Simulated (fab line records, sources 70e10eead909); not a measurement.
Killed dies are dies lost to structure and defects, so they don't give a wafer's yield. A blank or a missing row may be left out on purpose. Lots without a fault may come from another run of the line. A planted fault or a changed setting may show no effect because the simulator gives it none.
Tool commonality check | flow nand_harc | 10 lots, 30 wafers sampled

WHY IT WAS OPENED
At NHARC_A_CONTACT_CD_MEAS_69 the reading cd_nm is flagged on 2 of 10 lots. Wafers without a fault read 299.9 nm, standard deviation 0.59.
Rule: a lot is flagged when every wafer of it that has a number lies more than 4 standard deviations from that mean, or none has a number. The other lots count as sound.

lot  | measured     | on        | cd_nm (nm), wafer by wafer | flag
L176 | day 22 11:44 | cd_sem-02 | 300.4 300.0 299.8          |
L178 | day 22 15:43 | cd_sem-02 | 299.7 299.2 299.5          |
L179 | day 23 03:08 | cd_sem-03 | 300.3 300.1 300.8          |
L184 | day 24 21:50 | cd_sem-02 | 300.4 300.4 300.0          |
L187 | day 27 05:29 | cd_sem-02 | 307.0 306.8 307.2          | FLAGGED
L191 | day 27 20:19 | cd_sem-02 | 299.1 298.9 300.2          |
L190 | day 27 23:53 | cd_sem-03 | 305.5 305.4 305.6          | FLAGGED
L193 | day 28 23:04 | cd_sem-03 | 299.9 300.4 299.4          |
L197 | day 30 14:58 | cd_sem-01 | 299.6 300.0 299.3          |
L199 | day 30 17:05 | cd_sem-03 | 300.3 299.7 299.6          |
The numbers of the flagged lots are 306.2 nm on average: +6.4 nm against the usual, or +11 standard deviations.

WHICH TOOL RAN EACH LOT
The record holds 2 process steps before the reading, out of a route of 1302 steps. In each cell: the tool, then ch and the chambers that the sampled wafers went through, then the start.
lot  | flag    | NHARC_A_CONTACT_ETCH_102           | NHARC_A_CONTACT_EXPOSE_66
L176 |         | rie_diel-06 ch 1,2,3, day 22 07:10 | arfi_scanner-03 ch 0, day 22 11:35
L178 |         | rie_diel-06 ch 0,1,2, day 22 10:15 | arfi_scanner-02 ch 0, day 22 15:34
L179 |         | rie_diel-07 ch 1,2, day 22 17:33   | arfi_scanner-02 ch 0, day 23 03:00
L184 |         | rie_diel-05 ch 0,1, day 24 17:18   | arfi_scanner-02 ch 0, day 24 21:41
L187 | FLAGGED | rie_diel-07 ch 0,1, day 27 00:07   | arfi_scanner-01 ch 0, day 27 05:21
L191 |         | rie_diel-05 ch 0,3, day 27 15:39   | arfi_scanner-03 ch 0, day 27 20:11
L190 | FLAGGED | rie_diel-06 ch 1,2,3, day 27 19:14 | arfi_scanner-01 ch 0, day 27 23:44
L193 |         | rie_diel-05 ch 1,2,3, day 28 15:26 | arfi_scanner-02 ch 0, day 28 22:56
L197 |         | rie_diel-05 ch 0,3, day 30 08:30   | arfi_scanner-02 ch 0, day 30 14:50
L199 |         | rie_diel-06 ch 0,1,2, day 30 09:53 | arfi_scanner-03 ch 0, day 30 16:56
What these steps do:
- NHARC_A_CONTACT_ETCH_102: etches the open film in CF4/O2, target depth 100 nm, overetch 10 nm, time 55 s.
- NHARC_A_CONTACT_EXPOSE_66: exposes mask A CC 2.
- NHARC_A_CONTACT_CD_MEAS_69: target cd 300 nm.

FLAGGED OVER TOTAL, TOOL BY TOOL (the gauges that took the reading come last)
step                       | tool            | lots run | flagged | share of the flagged lots | sound lots run after its first flagged lot
NHARC_A_CONTACT_ETCH_102   | rie_diel-05     | 4        | 0       | none                      | -
NHARC_A_CONTACT_ETCH_102   | rie_diel-06     | 4        | 1       | some                      | 1 (L199)
NHARC_A_CONTACT_ETCH_102   | rie_diel-07     | 2        | 1       | some                      | 0
NHARC_A_CONTACT_EXPOSE_66  | arfi_scanner-01 | 2        | 2       | all                       | 0
NHARC_A_CONTACT_EXPOSE_66  | arfi_scanner-02 | 5        | 0       | none                      | -
NHARC_A_CONTACT_EXPOSE_66  | arfi_scanner-03 | 3        | 0       | none                      | -
NHARC_A_CONTACT_CD_MEAS_69 | cd_sem-01       | 1        | 0       | none                      | -
NHARC_A_CONTACT_CD_MEAS_69 | cd_sem-02       | 5        | 1       | some                      | 1 (L191)
NHARC_A_CONTACT_CD_MEAS_69 | cd_sem-03       | 4        | 1       | some                      | 2 (L193,L199)

WHAT THE TABLE ALLOWS
1 row of the table ran every flagged lot: arfi_scanner-01 at NHARC_A_CONTACT_EXPOSE_66.
- arfi_scanner-01 at NHARC_A_CONTACT_EXPOSE_66: 2 of its 2 lots flagged. It ran no sound lot before its first flagged lot in this sample, so the start can't be narrowed down. Its own readings lie more than 4 standard deviations out on every wafer of the flagged lots: exposure_dose_mJ_cm2.
One tool is left: arfi_scanner-01 at NHARC_A_CONTACT_EXPOSE_66.

WHAT THE SIMULATOR HAD PUT IN
Process parameter drift: arfi_scanner-01, from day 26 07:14 on, at NHARC_A_CONTACT_EXPOSE_66. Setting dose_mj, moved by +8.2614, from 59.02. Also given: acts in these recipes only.
Lots struck among those shown: L187, L190. The rule above found the same.
